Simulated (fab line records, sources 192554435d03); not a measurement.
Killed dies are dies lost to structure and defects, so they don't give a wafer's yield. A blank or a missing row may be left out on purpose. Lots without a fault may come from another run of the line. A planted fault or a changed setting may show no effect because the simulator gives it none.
Split-lot experiment | flow n5_finfet | 7 lots, 21 wafers read, on a route of 1938 steps

THE SPLIT
At N5_DUMMY_GATE_COAT_35 (time 60 s, resist thk 10 nm), the setting spin_rpm was moved away from the recipe's 1500 rpm on 6 of the 21 wafers read, by -7.5% to +11.0%. The other wafers ran this setting at the recipe's value.

The reading is taken at the split's own step.

THE READING
SiARC_of_DUMMY_GATE_COAT_35.thk_nm (the simulator's own value, which no gauge read), in nm, at N5_DUMMY_GATE_COAT_35 (time 60 s, resist thk 10 nm). The file gives no usual value for it.

wafer  | tool, chamber at the split | spin_rpm as run, rpm | against the recipe | SiARC_of_DUMMY_GATE_COAT_35.thk_nm, nm | against lot-mates on the recipe
L077.1 | litho_track-02, 0          | 1665                 | +11.0%             | 9.4                                    | -0.6
L077.3 | litho_track-02, 0          | 1665                 | +11.0%             | 9.4                                    | -0.6
L077.2 | litho_track-02, 0          | 1500                 | recipe             | 10                                     | -
L079.3 | litho_track-02, 0          | 1500                 | recipe             | 10                                     | -
L079.6 | litho_track-02, 0          | 1500                 | recipe             | 10                                     | -
L079.4 | litho_track-02, 0          | 1412                 | -5.9%              | 10.4                                   | +0.4
L082.2 | litho_track-03, 0          | 1500                 | recipe             | 10                                     | -
L082.3 | litho_track-03, 0          | 1500                 | recipe             | 10                                     | -
L082.4 | litho_track-03, 0          | 1500                 | recipe             | 10                                     | -
L084.1 | litho_track-02, 0          | 1500                 | recipe             | 10                                     | -
L084.4 | litho_track-02, 0          | 1500                 | recipe             | 10                                     | -
L084.5 | litho_track-02, 0          | 1500                 | recipe             | 10                                     | -
L085.1 | litho_track-02, 0          | 1500                 | recipe             | 10                                     | -
L085.5 | litho_track-02, 0          | 1500                 | recipe             | 10                                     | -
L085.4 | litho_track-02, 0          | 1391                 | -7.3%              | 10.4                                   | +0.4
L087.2 | litho_track-02, 0          | 1500                 | recipe             | 10                                     | -
L087.3 | litho_track-02, 0          | 1500                 | recipe             | 10                                     | -
L087.4 | litho_track-02, 0          | 1657                 | +10.5%             | 9.6                                    | -0.4
L097.3 | litho_track-02, 0          | 1500                 | recipe             | 10                                     | -
L097.5 | litho_track-02, 0          | 1500                 | recipe             | 10                                     | -
L097.6 | litho_track-02, 0          | 1388                 | -7.5%              | 10.4                                   | +0.4

THE FIT
A straight line over all 21 wafers: SiARC_of_DUMMY_GATE_COAT_35.thk_nm changes by -0.0521 nm for each +1% of spin_rpm; r = -0.99; the points scatter about the line by 0.04 nm.
The same after taking each lot's own level away (the mean of its wafers on the recipe; 21 wafers): -0.0521 nm for each +1%; r = -0.99; scatter 0.04 nm.
On that fit, the largest move of spin_rpm shifts the reading by 0.57 nm.
The lots' own levels span 10.00 to 10.00 nm.
So the lot-to-lot level changes the slope little: the two slopes agree.
Check: with one of the wafers moved furthest among these (+11.0%) left out of the fit, the line predicts -0.548 nm for it against its lot-mates. It came out at -0.6 nm against them.

OTHER SPLITS ON THESE WAFERS
These wafers also went through other splits before the reading. Each is held against what the fit with the lots' levels taken away leaves over:
other split on the same wafers                    | wafers away from the commonest value | r with SiARC_of_DUMMY_GATE_COAT_35.thk_nm (lot level and that fit taken away)
N5_ZERO_LAYER_PECVD_02 time_s                     | 7                                    | +0.13
N5_PMOS_HMC_CHANNEL_EPI_PEB_07 peb_time_s         | 6                                    | -0.22
N5_PMOS_HMC_CHANNEL_EPI_DEVELOP_08 develop_time_s | 6                                    | -0.38
N5_FIN_CUT_COAT_18 spin_rpm                       | 6                                    | -0.41
N5_FIN_CUT_COAT_19 time_s                         | 7                                    | -0.35

THE FILE'S OWN FIT
SiARC_of_DUMMY_GATE_COAT_35.thk_nm changes by -0.0509 nm for each +1% of spin_rpm, r = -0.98.
